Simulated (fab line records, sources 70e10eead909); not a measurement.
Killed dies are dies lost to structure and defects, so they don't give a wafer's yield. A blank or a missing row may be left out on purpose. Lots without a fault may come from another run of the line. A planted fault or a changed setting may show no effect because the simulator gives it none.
Chamber matching | flow nand_harc | NHARC_P_GATE_DESCUM_48 on rie_diel-02: 4 sister chambers
The step chemistry O2, time 3 s. 8 wafers are shown with their chamber, then 7 later ones without.

WAFERS WITH THEIR CHAMBER
wafer  | chamber | showerhead_plenum_p_Torr (Torr) | drypump_motor_current_A (A)
L816.6 | 2       | 1.90                            | 5.3
L821.1 | 3       | 1.86                            | 5.7
L821.3 | 0       | 1.98                            | 4.7
L822.3 | 2       | 1.90                            | 5.4
L822.5 | 0       | 1.98                            | 4.7
L822.6 | 1       | 1.90                            | 5.3
L823.3 | 3       | 1.86                            | 5.7
L823.5 | 1       | 1.89                            | 5.3

WAFERS WITHOUT THEIR CHAMBER
wafer  | showerhead_plenum_p_Torr (Torr) | drypump_motor_current_A (A)
L823.6 | 1.90                            | 5.3
L824.2 | 1.98                            | 4.7
L824.3 | 1.86                            | 5.7
L824.5 | 1.90                            | 5.3
L831.1 | 1.89                            | 5.3
L831.5 | 1.89                            | 5.4
L831.6 | 1.85                            | 5.7

WHICH CHAMBER EACH WENT THROUGH
wafer  | from the rows above     | in truth
L823.6 | can't be placed: 1 or 2 | 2
L824.2 | 0                       | 0
L824.3 | 3                       | 3
L824.5 | can't be placed: 1 or 2 | 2
L831.1 | can't be placed: 1 or 2 | 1
L831.5 | can't be placed: 2 or 1 | 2
L831.6 | 3                       | 3
Placed correctly: 3 of 7. Can't be placed from these rows: 4 (the true chamber is among the candidates in 4). Placed wrongly: 0.
How it was worked out, from the rows above alone: a wafer's distance from a chamber is the root of the sum, over the readings, of the square of ((its reading less the chamber's mean) divided by the reading's scatter). The wafer belongs to the nearest chamber; if the next one is less than 2 further off, it can't be placed. A chamber's mean is the mean of its shown wafers. The scatter: the root of (the sum of the squares of (reading less its chamber's mean) over the shown wafers, divided by (wafers less chambers)).
